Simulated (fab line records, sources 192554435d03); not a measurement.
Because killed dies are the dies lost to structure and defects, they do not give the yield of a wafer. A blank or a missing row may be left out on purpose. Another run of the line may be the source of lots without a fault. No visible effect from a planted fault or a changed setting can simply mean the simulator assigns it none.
fab line records	flow n5_finfet
[record] lots = 7	wafers = 21
route steps=1938 shown BEOL_M0_SAQP@686 BEOL_M3@934 BEOL_M4@1040
start_h: hours from the record's first day to the start of the lot's first wafer shown	wait_h: hours elapsed since this lot's preceding step	" identical to the entry in the row above	L1.1+2: a row that stands for several wafers	- no value present, or no start provided	* or withheld: withheld	< > ~ a bound
route shown NAME@n: names a module that has steps shown in the file, with the first one's number in the route	usual: mean and standard deviation over wafers with no fault	same: alike in all rows	chamber/n: place in a boat	sites: per-site readings	_std_site: their standard deviation	_edge_site: mean of outer sites minus mean of inner sites	radius_mm: how far each site lies from the wafer's centre	mask NAME#n: copy n	behind: the last tool/chamber to shape the wafer	hold: the reason the lot was held/the length of the hold in hours/how it ended	device: the transistor (n, p or np) that didn't switch	end of line: the same wafers' tests at the end of the route	step lacking rows: just its recipe	killed: the dies lost at the first sort to structure and to defects; this is not the yield of the wafer	map: per-die view of a wafer (x killed, . not killed, _ where there is no die)
set.NAME: the setting the step ran with; set.NAME@STEP: the setting that earlier step ran with	model.NAME: the simulator's own value behind a step, which no gauge read
lots where settings were altered on purpose, with a table for each step and a row for each wafer
[[steps]]
[step N5_BEOL_M0_SAQP_EXPOSE_37]
[recipe] mask_id = M0_CUT1	na = 0.33	source_shape = annular	sigma_inner = 0.35	sigma_outer = 0.8	polarization = unpolarized	target_cd_nm = 30	dose_mj = 44.75
lot.wafer	tool	chamber	start_h	wait_h	mask	set.dose_mj
L074.1+6	euv_scanner-01	0	111.60	-	M0_CUT1#0	44.75
L074.3	"	0	"	"	M0_CUT1#0	47.32
L075.1+2+5	euv_scanner-02	0	122.99	-	M0_CUT1#0	44.75
L077.1+3+6	euv_scanner-02	0	131.95	-	M0_CUT1#0	44.75
L083.2+5	euv_scanner-01	0	172.85	-	M0_CUT1#0	42.07
L083.6	"	0	"	"	M0_CUT1#0	44.75
L088.1+4+5	euv_scanner-02	0	193.75	-	M0_CUT1#0	44.75
L090.3	euv_scanner-02	0	206.17	-	M0_CUT1#0	44.75
L090.5+6	"	0	"	"	M0_CUT1#0	45.83
L093.1+5	euv_scanner-01	0	227.95	-	M0_CUT1#0	44.75
L093.4	"	0	"	"	M0_CUT1#0	42.7
[step N5_BEOL_M0_SAQP_PEB_38]
[recipe] peb_temp_c = 100	peb_time_s = 60	resist = CAR-EUV
[step N5_BEOL_M0_SAQP_DEVELOP_39]
[recipe] develop_time_s = 30	developer = TMAH	resist = CAR-EUV	rinse_liquid = surfactant_rinse	dry = air_spin	dev_temp_c = 23
[step N5_BEOL_M0_SAQP_CD_MEAS_40]
[recipe] target_cd_nm = 30	landing_energy_ev = 500	detector = se_inlens
[usual] cd_nm = 29.98/0.23
lot.wafer	tool	chamber	start_h	wait_h	set.dose_mj@BEOL_M0_SAQP_EXPOSE_37	cd_nm
L074.1	cd_sem-01	0	111.73	-	44.75	29.87
L074.3	"	0	"	"	47.32	31.17
L074.6	"	0	"	"	44.75	29.77
L075.1	cd_sem-01	0	123.12	-	44.75	29.73
L075.2	"	0	"	"	44.75	29.91
L075.5	"	0	"	"	44.75	29.69
L077.1	cd_sem-03	0	132.08	-	44.75	29.73
L077.3	"	0	"	"	44.75	30.05
L077.6	"	0	"	"	44.75	30.27
L083.2	cd_sem-02	0	172.98	-	42.07	28.64
L083.5	"	0	"	"	42.07	28.58
L083.6	"	0	"	"	44.75	29.98
L088.1	cd_sem-02	0	193.89	-	44.75	29.88
L088.4	"	0	"	"	44.75	29.95
L088.5	"	0	"	"	44.75	30.22
L090.3	cd_sem-02	0	206.29	-	44.75	30.29
L090.5	"	0	"	"	45.83	30.61
L090.6	"	0	"	"	45.83	30.81
L093.1	cd_sem-01	0	228.08	-	44.75	30.66
L093.4	"	0	"	"	42.7	29.47
L093.5	"	0	"	"	44.75	30.06
[step N5_BEOL_M0_SAQP_DESCUM_45]
[recipe] chemistry = O2	time_s = 7	source_power_w = 50	bias_power_w = 20	pressure_mtorr = 20	rf_frequency_hz = 2.712e+07	temp_c = 40	resist = CAR-EUV	o2_flow_sccm = 225
lot.wafer	tool	chamber	start_h	wait_h	set.dose_mj@BEOL_M0_SAQP_EXPOSE_37	model.BEOL_M0_SAQP.cd_nm
L074.1	rie_diel-05	1	111.86	0.0	44.75	30
L074.3	"	2	"	"	47.32	31
L074.6	"	1	"	"	44.75	29.8
L075.1+2+5	rie_diel-03	2,1,1	123.25	0.0	44.75	30
L077.1+3	rie_diel-03	0,2	132.22	0.0	44.75	30
L077.6	"	0	"	"	44.75	30.2
L083.2+5	rie_diel-05	0	173.25	0.2	42.07	28.8
L083.6	"	3	"	"	44.75	30.2
L088.1+4+5	rie_diel-03	3,0,3	194.01	0.0	44.75	30
L090.3	rie_diel-04	0	206.41	0.0	44.75	30.2
L090.5+6	"	3,0	"	"	45.83	30.6
L093.1+5	rie_diel-03	3	228.20	0.0	44.75	30.2
L093.4	"	0	"	"	42.7	29.2
[step N5_BEOL_M0_SAQP_ETCH_88]
[recipe] chemistry = N2/H2	target = underlayer	target_depth_a = 65	time_s = 5.2	ion_energy_ev = 200	mask_material = CAR-EUV	pressure_mtorr = 30	source_w = 840	bias_w = 150	n2_flow_sccm = 200	h2_flow_sccm = 200	ends = cleared
[step N5_BEOL_M0_SAQP_ETCH_73]
[recipe] chemistry = CF4	target = SiARC	target_depth_a = 195	mask_material = CAR-EUV	time_s = 32.5	ion_energy_ev = 80	pressure_mtorr = 40	source_w = 545	bias_w = 36	Ar_flow_sccm = 100	cf4_flow_sccm = 100	ends = cleared
lot.wafer	tool	chamber	start_h	wait_h	set.dose_mj@BEOL_M0_SAQP_EXPOSE_37	model.BEOL_M0_SAQP.cd_nm
L074.1+6	rie_diel-05	1	111.91	0.0	44.75	30
L074.3	"	2	"	"	47.32	30.8
L075.1	rie_diel-03	2	123.30	0.0	44.75	29.8
L075.2+5	"	1	"	"	44.75	30
L077.1	rie_diel-03	0	132.27	0.0	44.75	30.2
L077.3+6	"	2,0	"	"	44.75	30
L083.2+5	rie_diel-05	0	173.30	0.0	42.07	28.8
L083.6	"	3	"	"	44.75	30.2
L088.1+4	rie_diel-03	3,0	194.06	0.0	44.75	30
L088.5	"	3	"	"	44.75	29.8
L090.3	rie_diel-04	0	206.46	0.0	44.75	30.2
L090.5+6	"	3,0	"	"	45.83	30.6
L093.1	rie_diel-03	3	228.25	0.0	44.75	30
L093.4	"	0	"	"	42.7	29.2
L093.5	"	3	"	"	44.75	30.2
[step N5_BEOL_M0_SAQP_ALD_48]
[recipe] material = SiO2	target_thk_a = 200	temp_c = 100	ald_precursor_family = BDEAS	ald_co_reactant = O2-plasma	pulse_time_s = 1	co_reactant_pulse_time_s = 1	purge_time_s = 2	co_reactant_purge_time_s = 2	ald_cycles = 139	pressure_torr = 2
lot.wafer	tool	chamber	start_h	wait_h	set.ald_cycles	model.SiO2_of_BEOL_M0_SAQP_ALD_48.thk_nm
L074.1+3+6	ald_sin-04	3,2,2	112.32	0.2	139	20
L075.1+2+5	ald_sin-04	0,3,0	124.59	1.0	139	20
L077.1	ald_sin-01	3	132.52	0.0	139	20
L077.3	"	2	"	"	133	19.4
L077.6	"	0	"	"	133	19.2
L083.2	ald_sin-03	1	173.53	0.0	139	20.2
L083.5+6	"	3,0	"	"	123	17.8
L088.1+4	ald_sin-01	2,1	194.89	0.6	139	20
L088.5	"	3	"	"	130	18.8
L090.3+5+6	ald_sin-03	2,0,3	206.70	0.0	146	21
L093.1	ald_sin-01	1	228.84	0.4	128	18.4
L093.4+5	"	3,2	"	"	139	19.8
[step N5_BEOL_M3_HM_DEP_02]
[recipe] material = TiN	target_thk_a = 200	temp_c = 25	chamber_pressure_pa = 0.49996
lot.wafer	tool	chamber	start_h	wait_h	set.target_thk_a	model.TiN_of_BEOL_M3_HM_DEP_02.thk_nm
L074.1	pvd_sputter-01	-	142.09	0.4	200	20.6
L074.3	"	-	"	"	200	20.2
L074.6	"	-	"	"	200	20
L075.1+2+5	pvd_sputter-02	-	149.55	1.9	200	20.2
L077.1	pvd_sputter-03	-	166.53	2.7	181	18
L077.3	"	-	"	"	200	20
L077.6	"	-	"	"	181	18.2
L083.2	pvd_sputter-03	-	203.14	0.4	200	20.2
L083.5+6	"	-	"	"	174	17.4
L088.1	pvd_sputter-01	-	234.31	0.8	190.8	19.2
L088.4	"	-	"	"	200	20
L088.5	"	-	"	"	200	20.2
L090.3	pvd_sputter-02	-	239.02	0.4	208.8	21
L090.5+6	"	-	"	"	200	20
L093.1+5	pvd_sputter-02	-	263.41	0.1	200	19.8
L093.4	"	-	"	"	193.1	19.2
[step N5_BEOL_M3_EXPOSE_08]
[recipe] mask_id = M3	na = 0.33	source_shape = dipole	sigma_inner = 0.369	sigma_outer = 0.767	polarization = unpolarized	dose_mj = 33
lot.wafer	tool	chamber	start_h	wait_h	mask	set.dose_mj
L074.1+3	euv_scanner-01	0	142.48	-	M3#0	33
L074.6	"	0	"	"	M3#0	34.83
L075.1+2+5	euv_scanner-01	0	149.81	-	M3#0	33
L077.1+3+6	euv_scanner-02	0	166.92	-	M3#0	33
L083.2+6	euv_scanner-01	0	203.41	-	M3#0	33
L083.5	"	0	"	"	M3#0	31.42
L088.1+5	euv_scanner-02	0	234.57	-	M3#0	33
L088.4	"	0	"	"	M3#0	32.24
L090.3+5	euv_scanner-01	0	239.30	-	M3#0	32.32
L090.6	"	0	"	"	M3#0	33
L093.1+5	euv_scanner-02	0	263.80	-	M3#0	31.24
L093.4	"	0	"	"	M3#0	33
[step N5_BEOL_M3_PEB_09]
[recipe] peb_temp_c = 100	peb_time_s = 60	resist = CAR-EUV
[step N5_BEOL_M3_DEVELOP_10]
[recipe] develop_time_s = 30	developer = TMAH	resist = CAR-EUV	rinse_liquid = surfactant_rinse	dry = air_spin	dev_temp_c = 23
[step N5_BEOL_M3_DESCUM_16]
[recipe] chemistry = O2	time_s = 7	source_power_w = 50	bias_power_w = 20	pressure_mtorr = 20	rf_frequency_hz = 2.712e+07	temp_c = 40	resist = CAR-EUV	o2_flow_sccm = 225
[step N5_BEOL_M3_ETCH_74]
[recipe] chemistry = N2/H2	target = underlayer	target_depth_a = 65	mask_material = CAR-EUV	time_s = 5.2	ion_energy_ev = 200	pressure_mtorr = 30	source_w = 840	bias_w = 150	n2_flow_sccm = 200	h2_flow_sccm = 200	ends = cleared
lot.wafer	tool	chamber	start_h	wait_h	set.dose_mj@BEOL_M3_EXPOSE_08	model.BEOL_M3.cd_offset_nm
L074.1	rie_diel-05	0	142.77	0.0	33	0
L074.3	"	3	"	"	33	0.2
L074.6	"	0	"	"	34.83	1
L075.1+2+5	rie_diel-05	3,0,0	150.33	0.0	33	0
L077.1	rie_diel-04	2	167.20	0.0	33	-0.2
L077.3	"	0	"	"	33	0.2
L077.6	"	1	"	"	33	0
L083.2+6	rie_diel-03	1	203.69	0.0	33	0
L083.5	"	2	"	"	31.42	-1
L088.1+5	rie_diel-05	2	234.85	0.0	33	0
L088.4	"	1	"	"	32.24	-0.8
L090.3	rie_diel-04	1	239.65	0.0	32.32	-0.2
L090.5	"	2	"	"	32.32	-0.4
L090.6	"	3	"	"	33	0
L093.1	rie_diel-03	1	264.09	0.0	31.24	-1.2
L093.4	"	2	"	"	33	0
L093.5	"	3	"	"	31.24	-1
[step N5_BEOL_M3_ETCH_63]
[recipe] chemistry = CF4	target = SiARC	target_depth_a = 156	mask_material = CAR-EUV	time_s = 26	ion_energy_ev = 80	pressure_mtorr = 40	source_w = 545	bias_w = 36	Ar_flow_sccm = 100	cf4_flow_sccm = 100	ends = cleared
lot.wafer	tool	chamber	start_h	wait_h	set.dose_mj@BEOL_M3_EXPOSE_08	model.BEOL_M3.cd_offset_nm
L074.1+3	rie_diel-05	0,3	142.78	0.0	33	0.2
L074.6	"	0	"	"	34.83	1
L075.1+2	rie_diel-05	3,0	150.35	0.0	33	0
L075.5	"	0	"	"	33	0.2
L077.1+6	rie_diel-04	2,1	167.22	0.0	33	0
L077.3	"	0	"	"	33	0.2
L083.2+6	rie_diel-03	1	203.71	0.0	33	0
L083.5	"	2	"	"	31.42	-1
L088.1+5	rie_diel-05	2	234.87	0.0	33	0
L088.4	"	1	"	"	32.24	-0.6
L090.3	rie_diel-04	1	239.66	0.0	32.32	-0.2
L090.5	"	2	"	"	32.32	-0.4
L090.6	"	3	"	"	33	0
L093.1	rie_diel-03	1	264.11	0.0	31.24	-1.2
L093.4	"	2	"	"	33	0
L093.5	"	3	"	"	31.24	-1
[step N5_BEOL_M3_ETCH_64]
[recipe] chemistry = N2/H2	target = SOC	target_depth_a = 750	overetch_a = 150	mask_material = SiARC	temp_c = 40	time_s = 112.5	ion_energy_ev = 200	pressure_mtorr = 30	source_w = 840	bias_w = 150	n2_flow_sccm = 200	h2_flow_sccm = 200
lot.wafer	tool	chamber	start_h	wait_h	set.dose_mj@BEOL_M3_EXPOSE_08	model.BEOL_M3.cd_offset_nm
L074.1	rie_diel-05	0	142.81	0.0	33	0
L074.3	"	3	"	"	33	0.4
L074.6	"	0	"	"	34.83	1
L075.1+5	rie_diel-05	3,0	150.38	0.0	33	0
L075.2	"	0	"	"	33	-0.2
L077.1	rie_diel-04	2	167.25	0.0	33	-0.2
L077.3	"	0	"	"	33	0.2
L077.6	"	1	"	"	33	0
L083.2+6	rie_diel-03	1	203.74	0.0	33	0
L083.5	"	2	"	"	31.42	-1
L088.1+5	rie_diel-05	2	234.90	0.0	33	0
L088.4	"	1	"	"	32.24	-0.6
L090.3	rie_diel-04	1	239.69	0.0	32.32	-0.2
L090.5	"	2	"	"	32.32	-0.4
L090.6	"	3	"	"	33	0.2
L093.1+5	rie_diel-03	1,3	264.14	0.0	31.24	-1
L093.4	"	2	"	"	33	0
[step N5_BEOL_M3_STRIP_65]
[recipe] chemistry = N2/H2	temp_c = 40	n2_flow_sccm = 200	h2_flow_sccm = 200	rf_frequency_hz = 6e+07
[step N5_BEOL_M3_STRIP_75]
[recipe] chemistry = N2/H2	temp_c = 40	n2_flow_sccm = 200	h2_flow_sccm = 200	rf_frequency_hz = 6e+07
[step N5_BEOL_M3_STRIP_66]
[recipe] chemistry = CF4	resist = SiARC	power_w = 300	bias_power_w = 75	pressure_mtorr = 50	cf4_flow_sccm = 150	rf_frequency_hz = 6e+07
[step N5_BEOL_M3_HM_OPEN_17]
[recipe] chemistry = Cl2/BCl3	target_depth_a = 200	overetch_a = 60	target = TiN	mask_material = SOC	ion_energy_ev = 150	pressure_mtorr = 10	icp_w = 1000	bias_w = 126	Cl2_flow_sccm = 53.25	bcl3_flow_sccm = 21.75	Ar_flow_sccm = 25
lot.wafer	tool	chamber	start_h	wait_h	set.target_thk_a@BEOL_M3_HM_DEP_02	model.etch.depth_nm
L074.1	rie_metal-02	1	142.98	0.0	200	20.5
L074.3	"	1	"	"	200	20.24
L074.6	"	0	"	"	200	20.07
L075.1+5	rie_metal-03	0,1	150.54	0.0	200	20.11
L075.2	"	1	"	"	200	20.23
L077.1	rie_metal-03	0	167.42	0.0	181	17.95
L077.3	"	1	"	"	200	20.01
L077.6	"	0	"	"	181	18.18
L083.2	rie_metal-01	0	203.90	0.0	200	20.11
L083.5	"	0	"	"	174	17.41
L083.6	"	1	"	"	174	17.48
L088.1	rie_metal-02	1	235.07	0.0	190.8	19.23
L088.4	"	0	"	"	200	20.09
L088.5	"	1	"	"	200	20.2
L090.3	rie_metal-01	1	239.89	0.1	208.8	21.06
L090.5	"	1	"	"	200	20.05
L090.6	"	0	"	"	200	20.08
L093.1	rie_metal-03	0	264.30	0.0	200	19.85
L093.4	"	0	"	"	193.1	19.12
L093.5	"	0	"	"	200	19.74
[step N5_BEOL_M3_STRIP_19]
[recipe] chemistry = O2	power_w = 400	temp_c = 40	pressure_mtorr = 30	rf_frequency_hz = 6e+07	bias_power_w = 0	overash_fraction = 0.2	o2_flow_sccm = 225
[step N5_BEOL_M3_CD_MEAS_18]
[recipe] pitch_nm = 36	target_cd_nm = 18
[usual] cd_nm = 18.10/0.28
lot.wafer	tool	chamber	start_h	wait_h	set.dose_mj@BEOL_M3_EXPOSE_08	cd_nm
L074.1	cd_sem-01	-	143.16	0.0	33	17.90
L074.3	"	-	"	"	33	18.78
L074.6	"	-	"	"	34.83	19.20
L075.1	cd_sem-01	-	150.83	0.0	33	18.27
L075.2	"	-	"	"	33	18.07
L075.5	"	-	"	"	33	18.30
L077.1	cd_sem-03	-	167.60	0.0	33	18.09
L077.3	"	-	"	"	33	18.09
L077.6	"	-	"	"	33	18.16
L083.2	cd_sem-01	-	204.08	0.1	33	18.15
L083.5	"	-	"	"	31.42	16.99
L083.6	"	-	"	"	33	18.25
L088.1	cd_sem-01	-	235.25	0.0	33	17.76
L088.4	"	-	"	"	32.24	17.12
L088.5	"	-	"	"	33	18.31
L090.3	cd_sem-02	-	240.04	0.1	32.32	17.76
L090.5	"	-	"	"	32.32	17.47
L090.6	"	-	"	"	33	18.13
L093.1	cd_sem-01	-	264.48	0.0	31.24	17.31
L093.4	"	-	"	"	33	18.50
L093.5	"	-	"	"	31.24	17.13
[step N5_BEOL_M3_TRENCH_ETCH_37]
[recipe] chemistry = C4F6/O2	target_depth_a = 555.55	target = SiOC	time_s = 29.2	ion_energy_ev = 250	pressure_mtorr = 30	source_w = 355	bias_w = 185	Ar_flow_sccm = 300	C4F6_flow_sccm = 10	O2_flow_sccm = 10
[usual] rf_vpp_V = 661/6.7
lot.wafer	tool	chamber	start_h	wait_h	set.source_w	rf_vpp_V	model.BEOL_M3.feature_depth_nm	model.etch.depth_nm
L074.1	rie_diel-03	3	-	-	355	665	56.4	56.49
L074.3	"	0	"	"	355	669	55.6	55.7
L074.6	"	0	"	"	377.8	649	57	57.09
L075.1	rie_diel-04	1	-	-	355	649	56.4	56.36
L075.2	"	3	"	"	355	651	55.6	55.61
L075.5	"	3	"	"	355	652	56.2	56.12
L077.1	rie_diel-04	0	-	-	300.1	722	51.4	51.39
L077.3	"	1	"	"	300.1	707	53.2	53.16
L077.6	"	3	"	"	355	650	56.6	56.54
L083.2	rie_diel-03	0	-	-	355	667	55.2	55.2
L083.5	"	3	"	"	418.6	611	60	59.97
L083.6	"	0	"	"	418.6	615	58.6	58.69
L088.1	rie_diel-05	0	-	-	355	666	56.2	56.17
L088.4	"	2	"	"	355	669	55.2	55.15
L088.5	"	3	"	"	395.1	624	56.6	56.57
L090.3	rie_diel-04	2	-	-	388.7	633	57.4	57.47
L090.5	"	0	"	"	355	662	54.6	54.66
L090.6	"	1	"	"	388.7	621	59	59.01
L093.1	rie_diel-04	1	-	-	355	649	56.6	56.62
L093.4	"	2	"	"	411.8	614	58.4	58.31
L093.5	"	2	"	"	355	662	55.2	55.22
[step N5_BEOL_M4_ETCH_64]
[recipe] chemistry = N2/H2	target = SOC	target_depth_a = 750	overetch_a = 225	mask_material = SiARC	temp_c = 40	time_s = 121.9	ion_energy_ev = 200	pressure_mtorr = 30	source_w = 840	bias_w = 150	n2_flow_sccm = 200	h2_flow_sccm = 200
[usual] rf_vpp_V = 524.9/2.8
lot.wafer	tool	chamber	start_h	wait_h	set.bias_w	rf_vpp_V	model.SiARC_of_BEOL_M4_COAT_62.thk_nm
L074.1	rie_diel-01	0	157.55	0.0	150	519.8	6.4
L074.3	"	2	"	"	150	525.2	6.4
L074.6	"	0	"	"	150	520.7	6.4
L075.1	rie_diel-01	1	161.90	0.0	150	528.1	6.2
L075.2	"	2	"	"	150	526.3	6.4
L075.5	"	3	"	"	150	527.1	6.2
L077.1	rie_diel-02	1	185.30	0.0	150	526.6	6.4
L077.3	"	2	"	"	150	527.2	6.2
L077.6	"	2	"	"	150	527.3	6.2
L083.2	rie_diel-06	0	219.07	0.0	150	522.2	6.2
L083.5	"	2	"	"	175.1	578.9	5.2
L083.6	"	1	"	"	150	523.5	6.4
L088.1	rie_diel-06	3	246.57	0.0	127	471.8	7.4
L088.4	"	2	"	"	127	474.2	7.4
L088.5	"	3	"	"	150	523.6	6.4
L090.3	rie_diel-01	0	250.69	0.0	150	521.4	6.4
L090.5	"	3	"	"	150	525.6	6.2
L090.6	"	0	"	"	160.6	542.4	6
L093.1	rie_diel-06	2	282.96	0.0	150	525.4	6.4
L093.4	"	3	"	"	150	523.8	6.4
L093.5	"	0	"	"	150	521.9	6.2
[step N5_BEOL_M4_COAT_22]
[recipe] resist = CAR-EUV	spin_rpm = 1500	resist_thk_nm = 30
lot.wafer	tool	chamber	start_h	wait_h	set.spin_rpm	model.CAR-EUV_of_BEOL_M4_COAT_22.thk_nm
L074.1+6	litho_track-03	0	-	-	1437	30.8
L074.3	"	0	"	"	1500	30.2
L075.1+2+5	litho_track-04	0	-	-	1500	30
L077.1+3	litho_track-03	0	-	-	1500	30
L077.6	"	0	"	"	1635	28.8
L083.2+6	litho_track-03	0	-	-	1500	30
L083.5	"	0	"	"	1500	29.8
L088.1	litho_track-02	0	-	-	1422	30.6
L088.4	"	0	"	"	1422	30.8
L088.5	"	0	"	"	1500	29.8
L090.3+5	litho_track-04	0	-	-	1500	30.2
L090.6	"	0	"	"	1500	30
L093.1+4	litho_track-02	0	-	-	1631	28.8
L093.5	"	0	"	"	1500	30
[step N5_BEOL_M4_EBR_24]
[recipe] solvent = PGMEA	ebr_width_mm = 1.5
[step N5_BEOL_M4_SOFTBAKE_23]
[recipe] temp_c = 110	time_s = 60	resist = CAR-EUV
[step N5_BEOL_M4_EXPOSE_25]
[recipe] mask_id = V3	na = 0.33	source_shape = quasar	sigma_inner = 0.2	sigma_outer = 0.8	polarization = unpolarized	defocus_nm = 5	dose_mj = 63
[step N5_BEOL_M4_PEB_26]
[recipe] peb_temp_c = 100	peb_time_s = 60	resist = CAR-EUV
[step N5_BEOL_M4_DEVELOP_27]
[recipe] develop_time_s = 30	developer = TMAH	resist = CAR-EUV	rinse_liquid = surfactant_rinse	dry = air_spin	dev_temp_c = 23
lot.wafer	tool	chamber	start_h	wait_h	set.spin_rpm@BEOL_M4_COAT_22	model.CAR-EUV_of_BEOL_M4_COAT_22.thk_nm
L074.1+6	litho_track-02	0	-	-	1437	30.2
L074.3	"	0	"	"	1500	29.6
L075.1+5	litho_track-03	0	-	-	1500	29.6
L075.2	"	0	"	"	1500	29.4
L077.1+3	litho_track-03	0	-	-	1500	29.6
L077.6	"	0	"	"	1635	28.4
L083.2+6	litho_track-02	0	-	-	1500	29.6
L083.5	"	0	"	"	1500	29.4
L088.1+4	litho_track-03	0	-	-	1422	30.2
L088.5	"	0	"	"	1500	29.4
L090.3+5+6	litho_track-02	0	-	-	1500	29.6
L093.1+4	litho_track-02	0	-	-	1631	28.2
L093.5	"	0	"	"	1500	29.6
[[key]]
[split] step = N5_BEOL_M0_SAQP_EXPOSE_37	setting = dose_mj	stated = 44.75	by = wafer
[response] step = N5_BEOL_M0_SAQP_CD_MEAS_40	reading = cd_nm	change = +0.22	per = 1%	r = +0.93
[response] step = N5_BEOL_M0_SAQP_DESCUM_45	reading = model.BEOL_M0_SAQP.cd_nm	change = +0.212	per = 1%	r = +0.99
[response] step = N5_BEOL_M0_SAQP_ETCH_73	reading = model.BEOL_M0_SAQP.cd_nm	change = +0.189	per = 1%	r = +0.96
[split] step = N5_BEOL_M0_SAQP_ALD_48	setting = ald_cycles	stated = 139	by = wafer
[response] step = N5_BEOL_M0_SAQP_ALD_48	reading = model.SiO2_of_BEOL_M0_SAQP_ALD_48.thk_nm	change = +0.194	per = 1%	r = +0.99
[split] step = N5_BEOL_M3_HM_DEP_02	setting = target_thk_a	stated = 200	by = wafer
[response] step = N5_BEOL_M3_HM_DEP_02	reading = model.TiN_of_BEOL_M3_HM_DEP_02.thk_nm	change = +0.209	per = 1%	r = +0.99
[response] step = N5_BEOL_M3_HM_OPEN_17	reading = model.etch.depth_nm	change = +0.206	per = 1%	r = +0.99
[split] step = N5_BEOL_M3_EXPOSE_08	setting = dose_mj	stated = 33	by = wafer
[response] step = N5_BEOL_M3_ETCH_74	reading = model.BEOL_M3.cd_offset_nm	change = +0.198	per = 1%	r = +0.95
[response] step = N5_BEOL_M3_ETCH_63	reading = model.BEOL_M3.cd_offset_nm	change = +0.186	per = 1%	r = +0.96
[response] step = N5_BEOL_M3_ETCH_64	reading = model.BEOL_M3.cd_offset_nm	change = +0.185	per = 1%	r = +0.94
[response] step = N5_BEOL_M3_CD_MEAS_18	reading = cd_nm	change = +0.224	per = 1%	r = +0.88
[split] step = N5_BEOL_M3_TRENCH_ETCH_37	setting = source_w	stated = 355	by = wafer
[response] step = N5_BEOL_M3_TRENCH_ETCH_37	reading = rf_vpp_V	change = -3.33	per = 1%	r = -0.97
[response] step = N5_BEOL_M3_TRENCH_ETCH_37	reading = model.BEOL_M3.feature_depth_nm	change = +0.215	per = 1%	r = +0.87
[response] step = N5_BEOL_M3_TRENCH_ETCH_37	reading = model.etch.depth_nm	change = +0.213	per = 1%	r = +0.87
[split] step = N5_BEOL_M4_ETCH_64	setting = bias_w	stated = 150	by = wafer
[response] step = N5_BEOL_M4_ETCH_64	reading = rf_vpp_V	change = +3.27	per = 1%	r = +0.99
[response] step = N5_BEOL_M4_ETCH_64	reading = model.SiARC_of_BEOL_M4_COAT_62.thk_nm	change = -0.0635	per = 1%	r = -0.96
[split] step = N5_BEOL_M4_COAT_22	setting = spin_rpm	stated = 1500	by = wafer
[response] step = N5_BEOL_M4_COAT_22	reading = model.CAR-EUV_of_BEOL_M4_COAT_22.thk_nm	change = -0.141	per = 1%	r = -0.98
[response] step = N5_BEOL_M4_DEVELOP_27	reading = model.CAR-EUV_of_BEOL_M4_COAT_22.thk_nm	change = -0.147	per = 1%	r = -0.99
